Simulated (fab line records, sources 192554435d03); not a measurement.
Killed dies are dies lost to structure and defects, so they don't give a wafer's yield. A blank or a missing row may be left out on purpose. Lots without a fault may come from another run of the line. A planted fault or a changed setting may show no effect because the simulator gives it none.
Split-lot experiment | flow n5_finfet | 7 lots, 21 wafers read, on a route of 1938 steps

THE SPLIT
At N5_BEOL_M4_EXPOSE_25 (exposes mask V3, defocus 5 nm), the setting dose_mj was moved away from the recipe's 63 on 8 of the 21 wafers read, by -3.6% to +5.0%. The other wafers ran this setting at the recipe's value.

FROM THE SPLIT TO THE READING: what the file shows between them, 2 steps
- N5_BEOL_M4_PEB_26: peb time 60 s
- N5_BEOL_M4_DEVELOP_27: develop time 30 s

THE READING
cd_nm, in nm, at N5_BEOL_M4_CD_MEAS_28 (target cd 26.2 nm, target cd y 24.1 nm). Fault-free wafers of this fab line usually give 26.18 nm, standard deviation 0.26 nm.

wafer  | tool, chamber at the split | dose_mj as run | against the recipe | cd_nm, nm | against lot-mates on the recipe
L075.1 | euv_scanner-01, 0          | 63             | recipe             | 25.99     | -
L075.3 | euv_scanner-01, 0          | 63             | recipe             | 25.96     | -
L075.6 | euv_scanner-01, 0          | 63             | recipe             | 25.85     | -
L079.2 | euv_scanner-02, 0          | 64.59          | +2.5%              | 26.45     | +0.32
L079.3 | euv_scanner-02, 0          | 64.59          | +2.5%              | 26.80     | +0.67
L079.5 | euv_scanner-02, 0          | 63             | recipe             | 26.13     | -
L082.1 | euv_scanner-02, 0          | 63             | recipe             | 26.33     | -
L082.2 | euv_scanner-02, 0          | 66.03          | +4.8%              | 27.23     | +0.90
L082.5 | euv_scanner-02, 0          | 66.03          | +4.8%              | 27.03     | +0.70
L083.2 | euv_scanner-01, 0          | 60.71          | -3.6%              | 25.83     | -0.45
L083.3 | euv_scanner-01, 0          | 60.71          | -3.6%              | 25.98     | -0.30
L083.4 | euv_scanner-01, 0          | 63             | recipe             | 26.28     | -
L086.2 | euv_scanner-02, 0          | 63             | recipe             | 26.37     | -
L086.5 | euv_scanner-02, 0          | 63             | recipe             | 26.44     | -
L086.6 | euv_scanner-02, 0          | 63             | recipe             | 26.28     | -
L092.2 | euv_scanner-02, 0          | 63             | recipe             | 26.30     | -
L092.5 | euv_scanner-02, 0          | 63             | recipe             | 26.15     | -
L092.6 | euv_scanner-02, 0          | 63             | recipe             | 26.14     | -
L097.2 | euv_scanner-02, 0          | 63             | recipe             | 26.15     | -
L097.4 | euv_scanner-02, 0          | 66.15          | +5.0%              | 27.33     | +1.18
L097.5 | euv_scanner-02, 0          | 66.15          | +5.0%              | 27.16     | +1.01

THE FIT
A straight line over all 21 wafers: cd_nm changes by +0.168 nm for each +1% of dose_mj; r = +0.91; the points scatter about the line by 0.2 nm.
The same after taking each lot's own level away (the mean of its wafers on the recipe; 21 wafers): +0.17 nm for each +1%; r = +0.95; scatter 0.13 nm.
On that fit, the largest move of dose_mj shifts the reading by 0.85 nm.
The lots' own levels span 25.933 to 26.363 nm, that is 1.7 times the standard deviation above.
So the lot-to-lot level changes the slope little: the two slopes agree.
Check: with one of the wafers moved furthest among these (+5.0%) left out of the fit, the line predicts +0.833 nm for it against its lot-mates. It came out at +1.18 nm against them.

THE FILE'S OWN FIT
cd_nm changes by +0.177 nm for each +1% of dose_mj, r = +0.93.
